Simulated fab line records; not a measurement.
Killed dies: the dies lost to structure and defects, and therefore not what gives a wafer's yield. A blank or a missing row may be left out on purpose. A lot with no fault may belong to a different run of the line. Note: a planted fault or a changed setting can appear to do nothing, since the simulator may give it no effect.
Which tool is to blame? | flow nand_harc | 36 wafers from 12 lots sampled at 5 of the route's 1302 steps

== WHAT THE GAUGES SHOWED, per wafer ==
NHARC_A_SLIT_CD_MEAS_21.
lot  | measured     | on        | cd_nm (nm)
L458 | day 19 23:48 | cd_sem-02 | 291.2 289.9 290.3
L461 | day 21 20:18 | cd_sem-03 | 290.6 290.3 290.1
L463 | day 22 05:52 | cd_sem-03 | 288.6 288.7 288.6
L468 | day 24 05:10 | cd_sem-03 | 289.5 290.0 290.9
L471 | day 24 17:16 | cd_sem-01 | 289.1 289.5 288.5
L469 | day 25 01:11 | cd_sem-03 | 289.2 289.5 289.4
L473 | day 26 14:01 | cd_sem-01 | 290.9 290.0 290.2
L474 | day 26 14:30 | cd_sem-03 | 289.9 289.4 288.9
L475 | day 26 17:42 | cd_sem-02 | 289.8 291.7 291.2
L476 | day 27 22:02 | cd_sem-03 | 290.4 291.1 290.0
L479 | day 29 05:28 | cd_sem-02 | 290.1 290.6 290.9
L480 | day 29 07:26 | cd_sem-02 | 289.1 290.2 289.1

NHARC_END_SORT_01.
lot  | measured     | on        | killed_at_array | killed_at_other | killed_at_periphery | killed_dies | killed_open | killed_short
L479 | day 33 19:01 | prober-02 | 79              | 3               | 4                   | 86          | 3           | 2

== WHICH TOOL RAN EACH LOT (tool, then ch and the chambers of the sampled wafers, then the start) ==
lot  | NHARC_A_SLIT_DESCUM_14             | NHARC_A_SLIT_ETCH_15                          | NHARC_A_WL_FILL_ALD_00
L458 | rie_diel-02 ch 0,1, day 19 15:09   | rie_diel-02 ch 0, day 19 15:38                | ald_hk-04 ch 1,2, day 20 06:33
L461 | rie_diel-13 ch 1,2,3, day 21 13:57 | rie_diel-13 ch 0,2,3, day 21 20:18 or earlier | ald_hk-04 ch 0,1, day 22 03:00
L463 | rie_diel-02 ch 0,1,3, day 21 23:17 | rie_diel-02 ch 0,3, day 22 05:52 or earlier   | ald_hk-02 ch 2,3, day 22 13:18
L468 | rie_diel-13 ch 0,1,3, day 23 22:34 | rie_diel-13 ch 1,2,3, day 24 05:10 or earlier | ald_hk-04 ch 0,1,3, day 24 11:48
L471 | rie_diel-02 ch 0,2,3, day 24 11:00 | rie_diel-02 ch 1,2,3, day 24 17:16 or earlier | ald_hk-04 ch 0,1,2, day 24 23:56
L469 | rie_diel-09 ch 0,2,3, day 24 18:52 | rie_diel-09 ch 0,1,3, day 25 01:11 or earlier | ald_hk-04 ch 0,2,3, day 25 07:56
L473 | rie_diel-02 ch 1,3, day 26 07:35   | rie_diel-02 ch 0,3, day 26 14:01 or earlier   | ald_hk-02 ch 0,1,2, day 26 20:34
L474 | rie_diel-13 ch 1,3, day 26 07:59   | rie_diel-13 ch 1,2, day 26 14:30 or earlier   | ald_hk-03 ch 0,2,3, day 26 20:37
L475 | rie_diel-09 ch 0,1,3, day 26 08:10 | rie_diel-09 ch 0,2,3, day 26 17:42 or earlier | ald_hk-02 ch 1,2,3, day 27 01:46
L476 | rie_diel-13 ch 1,3, day 27 14:57   | rie_diel-13 ch 1,2,3, day 27 22:02 or earlier | ald_hk-02 ch 0,1, day 28 04:07
L479 | rie_diel-02 ch 1,2, day 28 23:13   | rie_diel-02 ch 1,2, day 29 05:28 or earlier   | ald_hk-02 ch 0,2,3, day 29 12:10
L480 | rie_diel-13 ch 0,2,3, day 29 01:07 | rie_diel-13 ch 1,2, day 29 07:26 or earlier   | ald_hk-02 ch 0,1,2, day 29 14:09
- NHARC_A_SLIT_DESCUM_14: chemistry O2, time 3 s.
- NHARC_A_SLIT_ETCH_15: etches the open film in O2/COS, target depth 6200 nm, time 1612 s.
- NHARC_A_WL_FILL_ALD_00: deposits Al2O3, target thk 3 nm, pulse time 3 s, ald cycles 30.

== AS READ BY THE TOOLS THEMSELVES (means over the sampled wafers that have a number; for cases with no such wafer, the mark the record gives instead) ==
NHARC_A_SLIT_DESCUM_14.
lot  | tool        | drypump_motor_current_A (A) | oes_product_au (a.u.) | rf_vpp_V (V) | showerhead_plenum_p_Torr (Torr) | throttle_valve_pct (%)
L458 | rie_diel-02 | 5.5                         | 0.994                 | 56.8         | 1.85                            | 11.306
L461 | rie_diel-13 | 5.4                         | 0.985                 | 58.3         | 1.98                            | 11.307
L463 | rie_diel-02 | 5.7                         | 0.990                 | 57.4         | 1.84                            | 11.294
L468 | rie_diel-13 | 5.6                         | 0.993                 | 57.7         | 1.94                            | 11.316
L471 | rie_diel-02 | 6.1                         | 1.001                 | 58.6         | 1.90                            | 11.306
L469 | rie_diel-09 | 6.2                         | 0.998                 | 57.4         | 1.87                            | 11.307
L473 | rie_diel-02 | 5.1                         | 0.990                 | 56.9         | 1.84                            | 11.302
L474 | rie_diel-13 | 5.2                         | 0.990                 | 58.1         | 1.98                            | 11.313
L475 | rie_diel-09 | 6.3                         | 1.004                 | 57.6         | 1.88                            | 11.313
L476 | rie_diel-13 | 5.2                         | 0.993                 | 58.0         | 1.98                            | 11.308
L479 | rie_diel-02 | 5.8                         | 0.998                 | 58.7         | 1.98                            | 11.315
L480 | rie_diel-13 | 5.6                         | 0.998                 | 58.7         | 1.94                            | 11.307

NHARC_A_SLIT_ETCH_15.
lot  | tool        | drypump_motor_current_A (A) | oes_product_au (a.u.) | rf_fwd_power_W (W) | rf_vpp_V (V) | showerhead_plenum_p_Torr (Torr) | throttle_valve_pct (%)
L458 | rie_diel-02 | 6.6                         | 0.978                 | 502.8              | 312.2        | 3.00                            | 28.329
L461 | rie_diel-13 | 5.6                         | 0.991                 | 499.0              | 315.0        | 3.16                            | 28.329
L463 | rie_diel-02 | 5.9                         | 0.991                 | 498.5              | 311.5        | 2.98                            | 28.333
L468 | rie_diel-13 | 5.3                         | 0.993                 | 499.2              | 315.7        | 3.23                            | 28.326
L471 | rie_diel-02 | 5.5                         | 0.995                 | 500.5              | 314.1        | 3.11                            | 28.340
L469 | rie_diel-09 | 6.3                         | 1.006                 | 500.8              | 313.9        | 3.07                            | 28.328
L473 | rie_diel-02 | 6.2                         | 0.989                 | 498.8              | 311.9        | 2.98                            | 28.338
L474 | rie_diel-13 | 5.5                         | 0.982                 | 498.7              | 315.8        | 3.24                            | 28.314
L475 | rie_diel-09 | 6.3                         | 1.006                 | 501.5              | 312.9        | 3.06                            | 28.327
L476 | rie_diel-13 | 5.4                         | 0.986                 | 499.2              | 315.7        | 3.23                            | 28.326
L479 | rie_diel-02 | 5.4                         | 0.991                 | 501.0              | 313.5        | 3.13                            | 28.330
L480 | rie_diel-13 | 5.5                         | 0.987                 | 500.1              | 315.8        | 3.24                            | 28.333

NHARC_A_WL_FILL_ALD_00.
lot  | tool      | heater_power_w (W) | precursor_pulse_height_rel
L458 | ald_hk-04 | 464                | 1.012
L461 | ald_hk-04 | 457                | 1.003
L463 | ald_hk-02 | 476                | 1.003
L468 | ald_hk-04 | 462                | 1.001
L471 | ald_hk-04 | 483                | 1.010
L469 | ald_hk-04 | 480                | 1.003
L473 | ald_hk-02 | 489                | 1.009
L474 | ald_hk-03 | 455                | 1.002
L475 | ald_hk-02 | 454                | 1.008
L476 | ald_hk-02 | 481                | 0.994
L479 | ald_hk-02 | 466                | 1.014
L480 | ald_hk-02 | 501                | 1.007

== THE ANSWER, worked out from the rows above alone ==
Rule: the usual values come from the lots themselves. The widest of any qualifying gaps counts: lots, ordered by their means at a reading, are off when they make up no more than a third of the lots, leave a main group of 4 or more, and stand apart from it by 3 or more times the standard deviation of that group's means. If all means in a main group match to the digits the tables above print for the reading, that group is not used. Also off: a lot with no number at a reading for which 4 or more lots have one. Any other lot the step has rows for is counted as sound. Order of review: gauges by route order, followed by the tools' own readings, for which a lot's mean as printed above is used. The first step at which some lot is off is used, and at that step the reading that is off furthest; a lot without a number counts as furthest.
None of the lots is off at any reading shown; this tells nothing.

== WHAT HAD BEEN PUT IN BY THE SIMULATOR ==
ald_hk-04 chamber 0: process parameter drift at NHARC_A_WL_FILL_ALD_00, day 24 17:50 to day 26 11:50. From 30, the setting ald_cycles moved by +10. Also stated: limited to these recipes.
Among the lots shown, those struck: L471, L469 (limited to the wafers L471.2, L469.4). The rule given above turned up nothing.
